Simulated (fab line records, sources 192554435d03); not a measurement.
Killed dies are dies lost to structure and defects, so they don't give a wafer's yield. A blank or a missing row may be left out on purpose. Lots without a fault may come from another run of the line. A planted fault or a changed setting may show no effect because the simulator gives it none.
fab line records | flow n5_finfet
record lots=22 wafers=66 last_day=18
route steps=1938 shown BEOL_M1@790 BEOL_M2@854
lots that met no fault: from a run of the same line without faults
start_h: hours from the record's first day to the start of the lot's first wafer shown | wait_h: hours since the lot's step before | " the same as in the row above | L1.1+2: a row that stands for several wafers | - no value, or no start given | * or withheld: withheld | < > ~ a bound
route shown NAME@n: a module of which the file shows steps, and the number in the route of the first | usual: mean/standard deviation of fault-free wafers | same: alike in all rows | chamber/n: place in a boat | sites: the reading at each site | _std_site: their standard deviation | _edge_site: outer sites' mean less inner sites' | radius_mm: how far each site lies from the wafer's centre | mask NAME#n: copy n | behind: the tool/chamber that last shaped the wafer | hold: why the lot was held/for how many hours/how that ended | device: the transistor (n, p or np) that didn't switch | end of line: the same wafers' tests at the end of the route | a step without rows: its recipe alone | killed: dies lost to structure and defects at the first sort, not the wafer's yield | map: a wafer's dies, x killed, . not, _ none there
set.NAME: the setting as run; set.NAME@STEP: as run at that earlier step | model.NAME: the simulator's own value behind a step, which no gauge read
steps of the route over a sample of lots; a table a step, a row a wafer
services: from which hour (start_h, from the record's first day; less than 0 if before it) a tool's chamber was out of use, for how many hours, and why
## steps
# step N5_BEOL_M1_ETCH_77
# recipe chemistry=N2/H2 target=underlayer target_depth_a=65 mask_material=CAR-EUV time_s=5.2 ion_energy_ev=200 pressure_mtorr=30 source_w=840 bias_w=150 n2_flow_sccm=200 h2_flow_sccm=200 ends=cleared
# usual bias_w=150.0/0.37 drypump_motor_current_A=5.8/0.47 etch_rf_on_time_s=5.20/0.13 oes_product_au=0.68/0.082 rf_fwd_power_W=819.5/2.8 rf_vpp_V=525.1/2.5 showerhead_plenum_p_Torr=2.59/0.08 throttle_valve_pct=17.78/0.25
# columns lot.wafer tool chamber start_h wait_h bias_w drypump_motor_current_A etch_rf_on_time_s oes_product_au rf_fwd_power_W rf_hours_counter_h rf_vpp_V showerhead_plenum_p_Torr throttle_valve_pct
L074.1 rie_diel-03 2 126.31 0.0 149.8 5.0 5.38 0.69 820.4 87 524.4 2.55 17.82
L074.3 " 3 " " 150.2 5.7 5.24 0.78 818.8 17 528.4 2.71 17.54
L074.6 " 0 " " 149.8 5.9 5.36 0.65 819.4 - 524.8 2.55 17.90
L075.1 rie_diel-02 0 139.32 0.0 150.4 5.1 5.15 0.60 818.3 186 525.5 2.52 18.18
L075.4 " 3 " " 149.6 6.6 5.05 0.81 819.2 16 527.3 2.72 17.67
L075.5 " 2 " " 150.4 6.6 5.16 0.81 819.4 - 526.2 2.62 17.52
L076.2 rie_diel-02 0 151.25 0.0 149.6 5.1 5.15 0.60 819.4 190 522.1 2.52 18.19
L076.3 " 2 " " 149.9 6.6 5.06 0.81 816.4 13 525.9 2.62 17.51
L076.6 " 1 " " 149.7 5.4 5.10 0.74 819.6 - 523.6 2.58 17.46
L077.1 rie_diel-04 1 153.40 0.0 150.2 6.3 5.28 0.63 814.6 180 527.3 2.64 17.54
L077.2 " 3 " " 150.0 5.7 5.08 0.61 815.8 242 528.0 2.63 17.78
L077.4 " 2 " " 150.4 5.7 5.19 0.62 821.8 143 526.1 2.64 18.05
L078.1 rie_diel-03 1 155.69 0.0 150.1 6.0 5.32 0.64 822.7 160 522.6 2.42 17.91
L078.2 " 3 " " 150.6 5.7 5.17 0.77 818.1 25 530.1 2.70 17.54
L078.6 " 2 " " 150.3 5.1 5.30 0.69 820.7 - 522.6 2.55 17.82
L079.1 rie_diel-03 3 161.31 0.0 150.2 5.6 5.25 0.76 822.5 27 526.4 2.70 17.55
L079.3 " 1 " " 150.8 6.0 5.30 0.64 823.3 162 521.6 2.42 17.93
L079.5 " 0 " " 150.2 5.9 5.36 0.64 821.4 - 524.1 2.54 17.91
L080.2 rie_diel-02 2 163.53 0.0 150.0 6.6 5.13 0.78 819.8 18 524.9 2.61 17.51
L080.3 " 3 " " 149.6 6.6 5.00 0.80 822.7 25 523.6 2.71 17.70
L080.4 " 0 " " 150.4 5.1 5.13 0.60 815.0 194 523.3 2.52 18.18
L081.1 rie_diel-04 3 165.38 0.0 150.1 5.7 5.09 0.59 817.6 246 525.7 2.63 17.75
L081.3 " 2 " " 149.3 5.7 5.12 0.62 821.1 148 526.3 2.63 18.08
L081.6 " 2 " " 150.0 5.7 5.14 0.63 823.6 - 526.4 2.63 18.06
L082.2 rie_diel-03 3 170.27 0.0 150.2 5.6 5.27 0.76 819.8 30 530.1 2.70 17.56
L082.3 " 2 " " 150.2 5.0 5.38 0.68 819.1 100 525.8 2.55 17.82
L082.6 " 0 " " 150.8 5.8 5.35 0.64 817.5 - 521.7 2.54 17.90
L083.3 rie_diel-02 0 178.22 0.0 150.2 5.1 5.14 0.60 816.5 198 524.4 2.52 18.21
L083.4 " 3 " " 150.1 6.5 5.11 0.78 819.4 28 529.0 2.71 17.72
L083.5 " 2 " " 149.7 6.6 5.16 0.76 820.3 - 525.9 2.61 17.56
L084.1 rie_diel-02 3 185.73 0.0 149.4 6.6 5.16 0.78 818.9 31 529.7 2.71 17.73
L084.2 " 0 " " 149.9 5.1 5.21 0.59 821.3 201 522.1 2.51 18.21
L084.5 " 0 " " 150.1 5.1 5.23 0.60 821.4 - 521.4 2.51 18.21
L085.2 rie_diel-04 1 193.86 0.0 149.5 6.3 5.32 0.61 819.3 194 525.8 2.64 17.55
L085.5 " 2 " " 150.7 5.8 5.16 0.62 821.3 - 528.1 2.63 18.10
L085.6 " 1 " " 149.7 6.3 5.30 0.62 821.8 - 525.8 2.64 17.57
L086.1 rie_diel-02 1 195.10 0.0 150.3 5.4 5.14 0.72 816.1 68 526.0 2.58 17.51
L086.2 " 0 " " 149.5 5.1 5.19 0.59 822.6 204 521.7 2.51 18.24
L086.5 " 2 " " 150.2 6.6 5.26 0.76 819.2 - 526.0 2.61 17.57
L087.2 rie_diel-04 3 200.81 0.0 149.9 5.7 4.83 0.88 821.2 2 525.3 2.62 17.34
L087.4 " 1 " " 150.1 6.3 5.26 0.62 818.4 197 526.8 2.64 17.57
L087.6 " 0 " " 150.4 5.6 5.29 0.61 818.4 - 525.2 2.50 18.06
L089.2 rie_diel-03 2 215.74 0.0 149.6 5.0 5.41 0.67 820.3 114 525.2 2.54 17.83
L089.4 " 0 " " 150.3 5.9 5.36 0.63 813.7 173 522.7 2.54 17.95
L089.6 " 1 " " 150.4 6.0 5.32 0.63 821.4 - 519.3 2.41 17.95
L090.1 rie_diel-03 2 226.44 0.0 149.5 5.0 5.32 0.66 821.3 116 524.4 2.54 17.87
L090.2 " 3 " " 150.3 5.7 5.16 0.74 817.3 49 529.8 2.69 17.58
L090.6 " 3 " " 149.9 5.7 5.22 0.74 816.4 - 528.7 2.69 17.56
L091.4 rie_diel-03 3 227.64 0.0 149.5 5.7 5.15 0.73 819.9 49 528.6 2.69 17.56
L091.5 " 0 " " 149.4 5.9 5.33 0.63 824.1 - 524.6 2.54 17.94
L091.6 " 1 " " 150.2 6.0 5.27 0.63 824.4 - 522.2 2.41 17.97
L092.1 rie_diel-04 2 230.08 0.0 150.2 5.7 5.20 0.61 814.7 169 527.5 2.62 18.10
L092.2 " 1 " " 150.0 6.3 5.23 0.61 824.3 205 526.4 2.63 17.61
L092.4 " 3 " " 149.6 5.7 4.93 0.84 816.5 10 526.1 2.62 17.34
L093.1 rie_diel-04 3 239.29 0.0 150.0 5.7 4.84 0.86 826.4 12 526.3 2.62 17.36
L093.3 " 1 " " 150.0 6.3 5.25 0.61 824.1 208 522.4 2.63 17.59
L093.4 " 2 " " 149.9 5.7 5.22 0.61 819.2 171 524.0 2.62 18.10
L095.2 rie_diel-04 3 251.87 0.0 150.6 5.7 4.91 0.82 822.8 16 527.3 2.62 17.38
L095.4 " 2 " " 150.1 5.7 5.18 0.61 820.6 175 527.2 2.62 18.12
L095.5 " 2 " " 150.6 5.8 5.20 0.62 820.3 - 526.1 2.62 18.10
L096.1 rie_diel-04 0 256.19 0.0 150.0 5.6 5.36 0.59 816.1 206 522.2 2.50 18.08
L096.4 " 2 " " 148.9 5.7 5.27 0.60 820.5 176 526.9 2.62 18.11
L096.5 " 3 " " 150.3 5.8 4.93 0.83 820.4 - 523.0 2.62 17.34
L094.1 rie_diel-03 3 256.19 0.0 150.2 5.7 5.15 0.73 821.5 57 527.1 2.69 17.60
L094.3 " 1 " " 150.1 6.0 5.29 0.62 821.1 192 519.8 2.41 17.95
L094.6 " 2 " " 150.0 5.1 5.35 0.66 818.2 - 523.3 2.54 17.89
# step N5_BEOL_M1_SPUTTER_48
# recipe material=Cu target_thk_a=45 temp_c=-20 chamber_pressure_pa=0.07 power_w=withheld time_s=8.29
# usual substrate_temp_c=-20.00/0.1 throttle_valve_pct=30.0/1.3
# columns lot.wafer tool chamber start_h wait_h substrate_temp_c throttle_valve_pct
L074.1 pvd_sputter-02 - 132.97 3.9 -19.88 28.7
L074.3 " - " " -19.91 30.7
L074.6 " - " " -20.12 28.5
L075.1 pvd_sputter-01 - 142.05 0.1 -19.80 29.7
L075.4 " - " " -20.16 30.5
L075.5 " - " " -19.90 29.8
L076.2 pvd_sputter-01 - 159.04 0.1 -20.06 29.2
L076.3 " - " " -20.12 29.9
L076.6 " - " " -20.10 30.5
L077.1 pvd_sputter-03 - 160.27 1.0 -19.99 31.8
L077.2 " - " " -20.06 28.9
L077.4 " - " " -19.95 30.9
L078.1 pvd_sputter-02 - 164.03 0.1 -20.01 31.1
L078.2 " - " " -19.95 32.4
L078.6 " - " " -19.84 32.7
L079.1 pvd_sputter-03 - 164.24 0.2 -20.01 31.8
L079.3 " - " " -19.91 30.9
L079.5 " - " " -19.90 30.7
L080.2 pvd_sputter-03 - 166.08 1.0 -20.11 28.4
L080.3 " - " " -19.84 30.9
L080.4 " - " " -19.95 28.0
L081.1 pvd_sputter-01 - 176.62 0.1 -19.97 30.1
L081.3 " - " " -20.03 29.2
L081.6 " - " " -20.17 29.0
L082.2 pvd_sputter-01 - 178.46 1.7 -20.09 29.8
L082.3 " - " " -19.96 30.1
L082.6 " - " " -20.17 29.1
L083.3 pvd_sputter-01 - 181.41 0.3 -20.00 29.2
L083.4 " - " " -20.00 29.8
L083.5 " - " " -20.02 29.3
L084.1 pvd_sputter-02 - 190.70 1.2 -20.14 28.5
L084.2 " - " " -20.12 32.5
L084.5 " - " " -19.94 30.9
L085.2 pvd_sputter-02 - 196.39 0.1 -20.05 32.5
L085.5 " - " " -20.22 32.5
L085.6 " - " " -19.99 28.5
L086.1 pvd_sputter-02 - 198.35 1.2 -19.92 29.0
L086.2 " - " " -19.99 32.6
L086.5 " - " " -20.04 30.8
L087.2 pvd_sputter-01 - 209.05 0.2 -20.08 29.6
L087.4 " - " " -19.99 30.0
L087.6 " - " " -20.04 30.1
L089.2 pvd_sputter-01 - 223.11 0.2 -20.06 30.0
L089.4 " - " " -20.19 30.6
L089.6 " - " " -20.02 30.5
L090.1 pvd_sputter-01 - 231.12 1.3 -19.73 30.0
L090.2 " - " " -19.94 29.4
L090.6 " - " " -19.89 29.8
L091.4 pvd_sputter-03 - 234.42 0.1 -19.76 28.1
L091.5 " - " " -20.10 31.6
L091.6 " - " " -20.02 28.5
L092.1 pvd_sputter-02 - 237.68 0.1 -19.87 28.4
L092.2 " - " " -19.80 31.0
L092.4 " - " " -20.05 32.6
L093.1 pvd_sputter-01 - 245.31 1.4 -20.04 30.1
L093.3 " - " " -19.97 30.5
L093.4 " - " " -20.21 29.4
L095.2 pvd_sputter-01 - 255.17 0.1 -19.93 29.7
L095.4 " - " " -19.94 30.4
L095.5 " - " " -19.84 30.4
L096.1 pvd_sputter-02 - 263.29 0.1 -19.99 29.1
L096.4 " - " " -20.09 28.7
L096.5 " - " " -20.09 28.5
L094.1 pvd_sputter-03 - 268.91 0.1 -19.96 28.5
L094.3 " - " " -20.02 31.7
L094.6 " - " " -19.90 28.8
# step N5_BEOL_M1_CMP_52
# recipe stop_on=SiOC t_overpolish_s=6.8 down_force_psi=1 platen_rpm=50 clearing_platen_down_force_psi=1.5 clearing_platen_rpm=50 post_cmp_clean=cu_alkaline target_thk_nm=40 clearing_platen_pad_velocity_m_s=0.99484 pad_velocity_m_s=0.99484
# usual barrier_field_endpoint_s=24.9/0.73 head_pressure_psi=1.0000/0.0022 motor_current_A=6.2/0.74 overpolish_run_s=6.800/0.0089 time_to_endpoint_s=64/4
# columns lot.wafer tool chamber start_h wait_h barrier_field_endpoint_s head_pressure_psi motor_current_A overpolish_run_s time_to_endpoint_s
L074.3 cmp-02 3 135.26 0.2 24.1 0.9999 5.7 6.807 61
L074.1 " 1 " " 24.5 1.0025 6.0 6.808 64
L074.6 " 0 " " 24.5 1.0020 7.2 6.813 61
L075.1 cmp-02 2 144.34 0.3 24.0 0.9942 6.9 6.810 62
L075.4 " 3 " " 24.6 1.0007 5.4 6.814 61
L075.5 " 2 " " 25.3 0.9910 7.1 6.804 65
L076.2 cmp-01 3 161.37 0.3 24.8 0.9987 5.4 6.794 66
L076.3 " 0 " " 26.0 1.0007 6.2 6.800 71
L076.6 " 2 " " 25.0 0.9950 5.8 6.804 66
L077.4 cmp-04 3 162.66 0.2 26.2 0.9999 5.2 6.810 69
L077.2 " 1 " " 24.8 1.0025 6.6 6.801 64
L077.1 " 2 " " 24.4 0.9986 6.7 6.799 64
L078.1 cmp-02 2 166.28 0.3 24.8 1.0016 6.7 6.797 61
L078.2 " 0 " " 24.1 1.0019 7.2 6.783 57
L078.6 " 2 " " 24.6 1.0014 6.9 6.808 62
L079.1 cmp-02 3 166.51 0.3 23.7 0.9995 5.9 6.801 57
L079.3 " 0 " " 23.8 0.9995 7.3 6.796 55
L079.5 " 3 " " 24.9 0.9963 6.0 6.812 61
L080.3 cmp-02 0 168.33 0.2 22.4 0.9986 7.2 6.797 56
L080.4 " 1 " " 24.5 1.0006 5.8 6.784 64
L080.2 " 3 " " 23.8 1.0025 5.6 6.805 59
L081.3 cmp-01 0 178.88 0.2 26.0 0.9971 6.2 6.803 68
L081.1 " 3 " " 25.7 0.9991 5.5 6.789 71
L081.6 " 0 " " 26.0 1.0011 6.2 6.796 70
L082.3 cmp-01 1 181.00 0.2 25.3 0.9995 5.2 6.786 68
L082.2 " 2 " " 25.1 0.9999 6.0 6.779 65
L082.6 " 3 " " 25.9 1.0016 5.6 6.811 69
L083.4 cmp-01 2 183.66 0.1 25.4 1.0024 5.9 6.806 65
L083.3 " 1 " " 25.7 1.0017 5.4 6.799 66
L083.5 " 3 " " 25.0 1.0018 5.3 6.803 64
L084.2 cmp-02 1 192.95 0.2 24.8 1.0025 5.9 6.805 61
L084.1 " 2 " " 24.7 1.0008 6.7 6.789 63
L084.5 " 2 " " 25.1 1.0000 7.1 6.795 63
L085.2 cmp-02 0 198.75 0.3 23.6 1.0018 6.9 6.805 59
L085.6 " 1 " " 24.6 0.9959 6.0 6.795 61
L085.5 " 2 " " 24.2 0.9996 7.0 6.796 64
L086.1 cmp-04 3 200.62 0.3 25.7 0.9995 5.0 6.800 74
L086.2 " 0 " " 25.3 0.9994 4.9 6.799 69
L086.5 " 3 " " 26.4 1.0006 4.8 6.814 73
L087.2 cmp-02 0 211.30 0.2 24.1 1.0006 7.2 6.792 61
L087.4 " 3 " " 24.5 0.9978 5.7 6.807 66
L087.6 " 1 " " 25.5 1.0034 5.6 6.808 69
L089.2 cmp-02 0 225.36 0.2 24.0 1.0011 7.4 6.800 57
L089.4 " 1 " " 25.1 1.0014 5.9 6.789 65
L089.6 " 0 " " 23.7 1.0021 7.2 6.776 59
L090.2 cmp-04 3 233.49 0.2 25.7 0.9981 5.1 6.794 69
L090.1 " 0 " " 25.2 0.9995 4.8 6.808 70
L090.6 " 3 " " 26.1 1.0001 5.0 6.788 73
L091.4 cmp-02 3 236.69 0.1 24.5 1.0027 5.8 6.791 61
L091.5 " 3 " " 23.3 0.9999 5.8 6.796 61
L091.6 " 0 " " 24.2 0.9983 6.7 6.819 62
L092.2 cmp-02 1 239.94 0.2 25.2 0.9961 5.9 6.815 66
L092.1 " 2 " " 24.9 1.0001 6.8 6.799 66
L092.4 " 3 " " 25.2 0.9992 5.8 6.801 65
L093.3 cmp-01 3 247.56 0.2 24.3 0.9982 5.3 6.810 62
L093.1 " 0 " " 25.7 0.9980 6.4 6.814 68
L093.4 " 1 " " 25.1 1.0005 5.5 6.803 62
L095.4 cmp-04 2 257.48 0.1 25.5 0.9991 6.5 6.803 64
L095.2 " 3 " " 25.9 1.0021 5.0 6.800 71
L095.5 " 2 " " 24.6 1.0015 6.8 6.798 62
L096.4 cmp-02 0 265.55 0.1 25.1 0.9995 7.0 6.805 65
L096.1 " 3 " " 25.4 1.0009 6.0 6.822 70
L096.5 " 0 " " 25.3 1.0042 7.1 6.801 64
L094.3 cmp-04 2 271.20 0.2 25.1 1.0021 6.8 6.795 66
L094.1 " 0 " " 26.1 0.9969 4.8 6.787 67
L094.6 " 2 " " 26.3 0.9995 6.7 6.803 66
# step N5_BEOL_M1_INSPECT_59
# recipe inspect_instrument=darkfield mode=post_dep
# usual raw_defect_count=70/25
# columns lot.wafer tool chamber start_h wait_h raw_defect_count
L074.1 defect_inspect-01 - 135.90 0.0 57
L074.3 " - " " 89
L074.6 " - " " 55
L075.1 defect_inspect-02 - 144.89 0.0 69
L075.4 " - " " 101
L075.5 " - " " 63
L076.2 defect_inspect-02 - 161.87 0.0 57
L076.3 " - " " 70
L076.6 " - " " 70
L077.1 defect_inspect-01 - 163.32 0.0 68
L077.2 " - " " 99
L077.4 " - " " 75
L078.1 defect_inspect-01 - 166.86 0.0 51
L078.2 " - " " 73
L078.6 " - " " 39
L079.1 defect_inspect-02 - 167.09 0.0 126
L079.3 " - " " 84
L079.5 " - " " 92
L080.2 defect_inspect-02 - 168.92 0.0 36
L080.3 " - " " 44
L080.4 " - " " 98
L081.1 defect_inspect-01 - 179.46 0.0 77
L081.3 " - " " 51
L081.6 " - " " 60
L082.2 defect_inspect-02 - 181.54 0.0 72
L082.3 " - " " 71
L082.6 " - " " 104
L083.3 defect_inspect-01 - 184.24 0.0 58
L083.4 " - " " 47
L083.5 " - " " 52
L084.1 defect_inspect-02 - 193.55 0.0 65
L084.2 " - " " 76
L084.5 " - " " 65
L085.2 defect_inspect-01 - 199.22 0.0 64
L085.5 " - " " 82
L085.6 " - " " 45
L086.1 defect_inspect-02 - 201.20 0.0 80
L086.2 " - " " 98
L086.5 " - " " 63
L087.2 defect_inspect-02 - 211.88 0.0 69
L087.4 " - " " 52
L087.6 " - " " 59
L089.2 defect_inspect-02 - 225.97 0.0 108
L089.4 " - " " 131
L089.6 " - " " 52
L090.1 defect_inspect-01 - 234.04 0.0 57
L090.2 " - " " 80
L090.6 " - " " 50
L091.4 defect_inspect-02 - 237.39 0.1 155
L091.5 " - " " 74
L091.6 " - " " 78
L092.1 defect_inspect-02 - 240.52 0.0 75
L092.2 " - " " 46
L092.4 " - " " 88
L093.1 defect_inspect-02 - 248.14 0.0 58
L093.3 " - " " 35
L093.4 " - " " 102
L095.2 defect_inspect-02 - 258.06 0.0 74
L095.4 " - " " 84
L095.5 " - " " 75
L096.1 defect_inspect-01 - 266.13 0.0 48
L096.4 " - " " 62
L096.5 " - " " 35
L094.1 defect_inspect-01 - 271.75 0.0 84
L094.3 " - " " 88
L094.6 " - " " 88
# step N5_BEOL_M2_CD_MEAS_11
# recipe target_cd_nm=16.79 landing_energy_ev=500 detector=se_inlens polarity=opening
# usual cd_nm=16.73/0.24
# columns lot.wafer tool chamber start_h wait_h cd_nm
L074.1 cd_sem-01 0 138.15 - 16.56
L074.3 " 0 " " 16.81
L074.6 " 0 " " 16.53
L075.1 cd_sem-02 0 146.28 - 16.84
L075.4 " 0 " " 17.16
L075.5 " 0 " " 16.94
L076.2 cd_sem-02 0 162.95 - 16.50
L076.3 " 0 " " 16.87
L076.6 " 0 " " 16.48
L077.1 cd_sem-03 0 164.12 - 17.07
L077.2 " 0 " " 16.79
L077.4 " 0 " " 17.33
L078.1 cd_sem-01 0 169.48 - 16.49
L078.2 " 0 " " 16.90
L078.6 " 0 " " 16.83
L079.1 cd_sem-01 0 169.70 - 16.69
L079.3 " 0 " " 16.55
L079.5 " 0 " " 16.87
L080.2 cd_sem-02 0 170.08 - 16.82
L080.3 " 0 " " 16.75
L080.4 " 0 " " 16.78
L081.1 cd_sem-01 0 180.46 - 16.86
L081.3 " 0 " " 16.81
L081.6 " 0 " " 17.09
L082.2 cd_sem-01 0 183.80 - 16.55
L082.3 " 0 " " 16.69
L082.6 " 0 " " 16.72
L083.3 cd_sem-02 0 185.78 - 16.83
L083.4 " 0 " " 16.26
L083.5 " 0 " " 16.68
L084.1 cd_sem-02 0 194.64 - 16.55
L084.2 " 0 " " 16.80
L084.5 " 0 " " 16.85
L085.2 cd_sem-02 0 200.71 - 16.40
L085.5 " 0 " " 16.74
L085.6 " 0 " " 17.05
L086.1 cd_sem-03 0 202.39 - 16.47
L086.2 " 0 " " 16.46
L086.5 " 0 " " 16.55
L087.2 cd_sem-01 0 213.05 - 16.56
L087.4 " 0 " " 16.82
L087.6 " 0 " " 16.57
L089.2 cd_sem-02 0 228.33 - 16.59
L089.4 " 0 " " 16.82
L089.6 " 0 " " 16.59
L090.1 cd_sem-01 0 236.81 - 16.40
L090.2 " 0 " " 16.55
L090.6 " 0 " " 16.80
L091.4 cd_sem-01 0 240.30 - 16.29
L091.5 " 0 " " 17.11
L091.6 " 0 " " 16.54
L092.1 cd_sem-01 0 242.41 - 16.68
L092.2 " 0 " " 17.08
L092.4 " 0 " " 16.90
L093.1 cd_sem-02 0 249.43 - 16.69
L093.3 " 0 " " 16.66
L093.4 " 0 " " 16.62
L095.2 cd_sem-01 0 262.16 - 16.31
L095.4 " 0 " " 16.60
L095.5 " 0 " " 16.70
L096.1 cd_sem-03 0 267.63 - 16.73
L096.4 " 0 " " 16.91
L096.5 " 0 " " 16.69
L094.1 cd_sem-01 0 272.63 - 17.16
L094.3 " 0 " " 17.06
L094.6 " 0 " " 16.48
# step N5_BEOL_M2_ETCH_74
# recipe chemistry=N2/H2 target=underlayer target_depth_a=65 mask_material=CAR-EUV time_s=5.2 ion_energy_ev=200 pressure_mtorr=30 source_w=840 bias_w=150 n2_flow_sccm=200 h2_flow_sccm=200 ends=cleared
# usual bias_w=149.9/0.45 drypump_motor_current_A=5.7/0.42 etch_rf_on_time_s=5.20/0.14 oes_product_au=0.65/0.075 rf_fwd_power_W=819.3/2.9 rf_vpp_V=524/3.3 showerhead_plenum_p_Torr=2.54/0.11 throttle_valve_pct=17.93/0.24
# columns lot.wafer tool chamber start_h wait_h bias_w drypump_motor_current_A etch_rf_on_time_s oes_product_au rf_fwd_power_W rf_hours_counter_h rf_vpp_V showerhead_plenum_p_Torr throttle_valve_pct
L074.1 rie_diel-06 3 138.69 0.0 150.0 5.7 5.26 0.68 816.7 117 529 2.64 17.68
L074.3 " 1 " " 150.1 5.8 5.08 0.62 822.3 223 522 2.53 18.32
L074.6 " 0 " " 150.5 6.0 5.44 0.65 817.5 - 528 2.66 17.89
L075.1 rie_diel-01 1 146.44 0.0 149.7 6.1 5.37 0.61 825.5 182 524 2.54 18.16
L075.4 " 3 " " 149.0 5.3 5.21 0.62 816.1 205 523 2.53 17.87
L075.5 " 1 " " 149.5 6.1 5.38 0.60 822.6 - 526 2.54 18.16
L076.2 rie_diel-06 1 163.17 0.0 149.3 5.7 5.12 0.61 822.1 233 522 2.52 18.34
L076.3 " 2 " " 150.1 5.6 5.06 0.61 821.6 205 520 2.41 17.93
L076.6 " 0 " " 150.1 6.0 5.42 0.65 821.0 - 527 2.65 17.92
L077.1 rie_diel-01 2 164.28 0.0 149.6 6.4 5.15 0.59 822.1 223 527 2.61 17.73
L077.2 " 3 " " 150.5 5.3 5.21 0.62 820.3 211 523 2.53 17.88
L077.4 " 0 " " 150.2 5.5 5.27 0.68 819.4 75 525 2.57 17.62
L078.1 rie_diel-06 0 169.63 0.0 149.5 6.0 5.44 0.64 822.3 141 526 2.65 17.89
L078.2 " 2 " " 149.7 5.5 5.08 0.61 818.8 209 521 2.41 17.94
L078.6 " 2 " " 149.9 5.6 5.06 0.61 822.6 - 521 2.41 17.91
L079.1 rie_diel-06 1 169.91 0.0 149.6 5.8 5.16 0.61 814.1 236 524 2.52 18.35
L079.3 " 0 " " 149.0 6.0 5.46 0.65 816.4 141 527 2.65 17.92
L079.5 " 2 " " 150.4 5.6 5.07 0.60 817.5 - 522 2.41 17.93
L080.2 rie_diel-06 3 170.23 0.0 150.2 5.7 5.27 0.68 815.5 126 528 2.64 17.70
L080.3 " 1 " " 150.0 5.8 5.15 0.61 817.5 236 524 2.52 18.34
L080.4 " 0 " " 149.8 6.0 5.52 0.63 818.2 141 527 2.65 17.88
L081.1 rie_diel-05 1 180.63 0.0 149.7 6.6 5.07 0.83 818.7 9 529 2.74 17.99
L081.3 " 0 " " 149.2 5.3 5.18 0.64 818.5 156 518 2.35 18.22
L081.6 " 1 " " 150.4 6.6 5.07 0.82 820.5 - 531 2.74 17.98
L082.2 rie_diel-05 1 184.06 0.0 149.8 6.6 5.02 0.82 815.8 11 527 2.74 17.97
L082.3 " 3 " " 149.8 5.1 5.17 0.62 817.5 205 522 2.50 17.77
L082.6 " 1 " " 150.1 6.6 5.05 0.83 820.7 - 530 2.73 18.00
L083.3 rie_diel-06 2 185.94 0.0 149.1 5.6 5.05 0.60 818.9 214 520 2.41 17.92
L083.4 " 3 " " 149.8 5.7 5.26 0.66 814.7 131 525 2.64 17.70
L083.5 " 0 " " 149.7 6.0 5.46 0.63 822.6 - 526 2.65 17.88
L084.1 rie_diel-06 0 195.25 0.0 149.9 6.0 5.49 0.63 821.5 150 527 2.65 17.94
L084.2 " 3 " " 149.9 5.7 5.25 0.66 817.1 135 524 2.63 17.69
L084.5 " 1 " " 150.0 5.7 5.10 0.61 817.2 - 522 2.52 18.37
L085.2 rie_diel-01 3 200.87 0.0 149.6 5.3 5.15 0.62 822.8 225 523 2.53 17.89
L085.5 " 0 " " 150.5 5.5 5.27 0.67 820.8 - 526 2.57 17.66
L085.6 " 3 " " 150.1 5.3 5.27 0.60 821.0 - 523 2.53 17.89
L086.1 rie_diel-06 3 202.55 0.0 150.2 5.8 5.20 0.67 818.9 137 528 2.63 17.70
L086.2 " 2 " " 149.6 5.5 5.08 0.60 819.2 221 522 2.41 17.95
L086.5 " 2 " " 150.1 5.6 5.03 0.61 819.6 - 520 2.41 17.96
L087.2 rie_diel-05 1 213.21 0.0 149.8 6.6 5.09 0.81 818.2 23 529 2.73 18.02
L087.4 " 0 " " 149.7 5.3 5.25 0.62 821.4 - 517 2.35 18.25
L087.6 " 1 " " 150.3 6.6 5.00 0.81 823.1 - 527 2.73 18.02
L089.2 rie_diel-05 3 228.48 0.0 150.2 5.1 5.22 0.60 821.7 224 525 2.49 17.83
L089.4 " 0 " " 149.8 5.3 5.16 0.64 825.3 - 518 2.34 18.25
L089.6 " 3 " " 149.7 5.1 5.26 0.60 820.1 - 524 2.49 17.79
L090.1 rie_diel-06 2 236.97 0.0 149.8 5.6 4.99 0.59 819.8 232 521 2.40 17.96
L090.2 " 0 " " 148.9 6.1 5.35 0.64 821.1 164 526 2.64 17.94
L090.6 " 3 " " 150.1 5.7 5.22 0.67 821.2 - 525 2.63 17.72
L091.4 rie_diel-06 1 240.60 0.0 149.9 5.7 4.97 0.82 818.7 5 522 2.51 17.89
L091.5 " 0 " " 150.1 6.0 5.41 0.64 822.0 - 526 2.64 17.98
L091.6 " 3 " " 149.8 5.8 5.22 0.66 816.6 - 527 2.63 17.74
L092.1 rie_diel-01 1 242.57 0.0 149.4 6.1 5.47 0.59 821.7 218 522 2.53 18.21
L092.2 " 3 " " 150.0 5.3 5.20 0.61 823.3 242 521 2.52 17.91
L092.4 " 0 " " 150.5 5.5 5.33 0.65 821.5 - 525 2.56 17.69
L093.1 rie_diel-01 2 249.59 0.0 150.1 6.3 5.03 0.86 818.1 0 526 2.60 17.32
L093.3 " 1 " " 150.0 6.1 5.46 0.58 818.3 222 524 2.53 18.22
L093.4 " 0 " " 149.5 5.5 5.32 0.65 822.4 108 524 2.56 17.68
L095.2 rie_diel-06 0 262.31 0.0 149.8 6.0 5.38 0.62 820.5 173 528 2.64 17.96
L095.4 " 1 " " 150.6 5.8 5.00 0.80 814.4 11 521 2.51 17.93
L095.5 " 2 " " 149.8 5.6 5.05 0.59 819.2 - 521 2.40 17.94
L096.1 rie_diel-01 0 267.91 0.0 150.8 5.5 5.25 0.64 811.5 117 524 2.56 17.68
L096.4 " 1 " " 150.4 6.1 5.37 0.57 820.4 - 524 2.52 18.24
L096.5 " 2 " " 150.2 6.3 5.02 0.82 814.9 - 525 2.60 17.33
L094.1 rie_diel-05 0 272.79 0.0 150.4 5.3 5.24 0.62 820.0 192 519 2.34 18.26
L094.3 " 2 " " 149.8 5.4 5.11 0.77 822.7 16 526 2.71 17.46
L094.6 " 1 " " 149.8 6.6 5.16 0.77 814.4 - 530 2.72 18.04
## services
# columns tool chamber start_h hours kind
cmp-01 - 107.01 4.6 pm
cmp-01 - 118.11 4.1 repair
rie_diel-06 2 130.51 8.3 repair
pvd_sputter-03 - 134.43 3.8 repair
pvd_sputter-02 - 138.49 1.9 repair
cmp-02 - 149.95 1.8 repair
pvd_sputter-03 - 149.97 2.2 repair
cmp-04 - 158.07 4.0 pm
cmp-02 - 158.13 5.8 repair
rie_diel-06 3 159.99 6.8 repair
cmp-04 - 163.54 6.9 pm
rie_diel-03 - 163.99 0.5 repair
rie_diel-03 2 175.88 5.3 repair
cmp-04 - 182.52 2.2 repair
rie_diel-02 3 190.09 4.6 repair
cmp-04 - 190.31 1.1 repair
cmp-01 - 197.77 4.0 pm
cmp-04 - 212.95 18.4 pm
rie_diel-05 1 221.26 6.6 repair
rie_diel-03 0 236.50 2.5 repair
cmp-02 - 251.11 4.0 pm
rie_diel-01 2 252.91 7.8 repair
rie_diel-04 1 264.02 3.2 repair
rie_diel-02 1 266.25 1.6 repair
## key
fault none
